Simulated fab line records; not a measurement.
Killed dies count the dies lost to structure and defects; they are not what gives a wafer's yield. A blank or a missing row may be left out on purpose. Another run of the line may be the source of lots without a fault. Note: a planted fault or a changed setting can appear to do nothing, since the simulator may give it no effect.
Chamber matching / flow n5-finfet / 4 sister chambers for N5_FIN_SAQP_ALD_61 on ald-sin-04
The step deposits SiO2, target thk 4 nm, pulse time 1 s, purge time 2 s. 4 wafers are shown with their chamber, then 12 later ones without.

## WAFERS PAIRED WITH THEIR CHAMBERS
wafer=L084.1; chamber=0; heater-power-w (W)=487
wafer=L089.6; chamber=3; heater-power-w (W)=501
wafer=L091.1; chamber=2; heater-power-w (W)=426
wafer=L091.5; chamber=1; heater-power-w (W)=451

## WAFERS MISSING THEIR CHAMBER
wafer=L092.1; heater-power-w (W)=423
wafer=L092.2; heater-power-w (W)=461
wafer=L092.6; heater-power-w (W)=460
wafer=L093.1; heater-power-w (W)=475
wafer=L093.4; heater-power-w (W)=415
wafer=L093.5; heater-power-w (W)=513
wafer=L095.1; heater-power-w (W)=495
wafer=L095.2; heater-power-w (W)=510
wafer=L095.4; heater-power-w (W)=454
wafer=L096.2; heater-power-w (W)=496
wafer=L096.3; heater-power-w (W)=418
wafer=L096.5; heater-power-w (W)=508

## EACH ONE'S CHAMBER
wafer=L092.1; from the rows above=2; in truth=2
wafer=L092.2; from the rows above=can't be placed: 1 or 0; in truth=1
wafer=L092.6; from the rows above=1; in truth=1
wafer=L093.1; from the rows above=can't be placed: 0 or 1 or 3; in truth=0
wafer=L093.4; from the rows above=2; in truth=2
wafer=L093.5; from the rows above=can't be placed: 3 or 0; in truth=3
wafer=L095.1; from the rows above=can't be placed: 3 or 0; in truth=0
wafer=L095.2; from the rows above=can't be placed: 3 or 0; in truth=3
wafer=L095.4; from the rows above=1; in truth=1
wafer=L096.2; from the rows above=can't be placed: 3 or 0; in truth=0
wafer=L096.3; from the rows above=2; in truth=2
wafer=L096.5; from the rows above=can't be placed: 3 or 0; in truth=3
Correctly placed: 5 of 12. Unplaceable from these rows: 7, with the true chamber sitting among the candidates in 7. 0 placed wrongly.
How it was worked out, from the rows above alone: a wafer's distance from a chamber is the root of the sum, over the readings, of the square of ((its reading less the chamber's mean) divided by the reading's scatter). The wafer belongs to the nearest chamber; if the next one is less than 2 further off, it can't be placed. Each chamber's mean is taken over the wafers shown for it. The scatter: root of mean squared gap, hidden wafer to nearest shown wafer, with one shown wafer a chamber.
